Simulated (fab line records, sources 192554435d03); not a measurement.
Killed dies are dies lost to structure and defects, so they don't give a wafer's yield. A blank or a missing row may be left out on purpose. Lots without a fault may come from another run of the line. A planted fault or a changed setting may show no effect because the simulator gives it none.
Split-lot experiment | flow n5_finfet | 7 lots, 21 wafers read, on a route of 1938 steps

THE SPLIT
At N5_BEOL_M0_SAQP_ALD_48 (deposits SiO2, target thk 20 nm, pulse time 1 s, co reactant pulse time 1 s), the setting ald_cycles was moved away from the recipe's 139 on 4 of the 21 wafers read, by -16.5% to +9.4%. The other wafers ran this setting at the recipe's value.

FROM THE SPLIT TO THE READING: what the file shows between them, 9 steps
- N5_BEOL_M0_SAQP_ETCH_49: etches SiO2 in CF4/O2, target depth 37 nm
- N5_BEOL_M0_SAQP_STRIP_75: strips in CF4
- N5_BEOL_M0_CUTY_COAT_50: time 60 s, resist thk 15 nm
- N5_BEOL_M0_CUTY_COAT_51: resist thk 150 nm
- N5_BEOL_M0_CUTY_DESCUM_61: chemistry O2, time 7.9 s
- N5_BEOL_M0_CUTY_ETCH_62: etches SiARC in CF4, time 58.5 s
- N5_BEOL_M0_CUTY_ETCH_63: etches SOC in N2/H2, target depth 82.7 nm, overetch 16.5 nm, time 124 s
- N5_BEOL_M0_CUTY_STRIP_64: strips in N2/H2
- N5_BEOL_M0_ETCH_138: etches SiCN in CH3F/O2, target depth 12 nm, time 31.6 s

THE READING
SiO2_of_BEOL_M0_SAQP_ALD_48.thk_nm (the simulator's own value, which no gauge read), in nm, at N5_BEOL_M0_HM_OPEN_105 (chemistry Cl2/BCl3, target TiN, target depth 12 nm). The file gives no usual value for it. The 17 wafers here that ran the recipe average 11.5 nm, standard deviation 0.45 nm.

wafer  | tool, chamber at the split | ald_cycles as run | against the recipe | SiO2_of_BEOL_M0_SAQP_ALD_48.thk_nm, nm | against lot-mates on the recipe
L077.3 | ald_sin-01, 3              | 116               | -16.5%             | 9                                      | -2.0
L077.5 | ald_sin-01, 2              | 139               | recipe             | 11                                     | -
L077.6 | ald_sin-01, 1              | 116               | -16.5%             | 9.2                                    | -1.8
L078.1 | ald_sin-01, 0              | 139               | recipe             | 11.4                                   | -
L078.2 | ald_sin-01, 3              | 125               | -10.1%             | 10.2                                   | -1.1
L078.3 | ald_sin-01, 1              | 139               | recipe             | 11.2                                   | -
L083.4 | ald_sin-03, 3              | 152               | +9.4%              | 12.6                                   | +0.6
L083.5 | ald_sin-03, 3,0            | 139               | recipe             | 12                                     | -
L083.6 | ald_sin-03, 3,0            | 139               | recipe             | 12                                     | -
L086.1 | ald_sin-01, 0,1            | 139               | recipe             | 11.6                                   | -
L086.5 | ald_sin-01, 1              | 139               | recipe             | 11.6                                   | -
L086.4 | ald_sin-01, 0,1            | 139               | recipe             | 11.2                                   | -
L087.1 | ald_sin-01, 2,1,0          | 139               | recipe             | 11.4                                   | -
L087.4 | ald_sin-01, 2,1,0          | 139               | recipe             | 10.8                                   | -
L087.6 | ald_sin-01, 2,1,0          | 139               | recipe             | 10.8                                   | -
L088.2 | ald_sin-02, 1,3,2          | 139               | recipe             | 11.8                                   | -
L088.3 | ald_sin-02, 1,3,2          | 139               | recipe             | 12.2                                   | -
L088.5 | ald_sin-02, 1,3,2          | 139               | recipe             | 12.4                                   | -
L092.2 | ald_sin-01, 0,2,3          | 139               | recipe             | 11.8                                   | -
L092.3 | ald_sin-01, 0,2,3          | 139               | recipe             | 11.4                                   | -
L092.5 | ald_sin-01, 0,2,3          | 139               | recipe             | 11.6                                   | -
Where a row lists several chambers, the file gives one row for several wafers and doesn't say which wafer went through which chamber.

THE FIT
A straight line over all 21 wafers: SiO2_of_BEOL_M0_SAQP_ALD_48.thk_nm changes by +0.141 nm for each +1% of ald_cycles; r = +0.89; the points scatter about the line by 0.43 nm.
The same after taking each lot's own level away (the mean of its wafers on the recipe; 21 wafers): +0.107 nm for each +1%; r = +0.95; scatter 0.21 nm.
On that fit, the largest move of ald_cycles shifts the reading by 1.8 nm.
The lots' own levels span 11.00 to 12.13 nm, that is 2.5 times the standard deviation above.
So the lot-to-lot level changes the slope: the two fits differ.
Check: with one of the wafers moved furthest among these (-16.5%) left out of the fit, the line predicts -1.67 nm for it against its lot-mates. It came out at -2 nm against them.

OTHER SPLITS ON THESE WAFERS
These wafers also went through other splits before the reading. Each is held against what the fit with the lots' levels taken away leaves over:
other split on the same wafers   | wafers away from the commonest value | r with SiO2_of_BEOL_M0_SAQP_ALD_48.thk_nm (lot level and that fit taken away)
N5_BEOL_M0_SAQP_PECVD_04 time_s  | 5                                    | -0.40
N5_BEOL_M0_SAQP_DESCUM_45 time_s | 10                                   | +0.18

THE WHOLE CHAIN: every reading that the file lists as answering this split, in the file's order
step                     | what it does                                                                | reading                                                                             | change (the file's fit)               | r (the file's)
N5_BEOL_M0_SAQP_ALD_48   | deposits SiO2, target thk 20 nm, pulse time 1 s, co reactant pulse time 1 s | SiO2_of_BEOL_M0_SAQP_ALD_48.thk_nm (the simulator's own value, which no gauge read) | +0.189 nm for each +1% of the setting | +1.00
N5_BEOL_M0_SAQP_ETCH_49  | etches SiO2 in CF4/O2, target depth 37 nm                                   | SiO2_of_BEOL_M0_SAQP_ALD_48.thk_nm (the simulator's own value, which no gauge read) | +0.13 nm for each +1% of the setting  | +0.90
N5_BEOL_M0_SAQP_STRIP_75 | strips in CF4                                                               | SiO2_of_BEOL_M0_SAQP_ALD_48.thk_nm (the simulator's own value, which no gauge read) | +0.125 nm for each +1% of the setting | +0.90
N5_BEOL_M0_CUTY_ETCH_63  | etches SOC in N2/H2, target depth 82.7 nm, overetch 16.5 nm, time 124 s     | SiO2_of_BEOL_M0_SAQP_ALD_48.thk_nm (the simulator's own value, which no gauge read) | +0.11 nm for each +1% of the setting  | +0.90
N5_BEOL_M0_HM_OPEN_105   | chemistry Cl2/BCl3, target TiN, target depth 12 nm                          | SiO2_of_BEOL_M0_SAQP_ALD_48.thk_nm (the simulator's own value, which no gauge read) | +0.104 nm for each +1% of the setting | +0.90

THE FILE'S OWN FIT
SiO2_of_BEOL_M0_SAQP_ALD_48.thk_nm changes by +0.104 nm for each +1% of ald_cycles, r = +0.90.
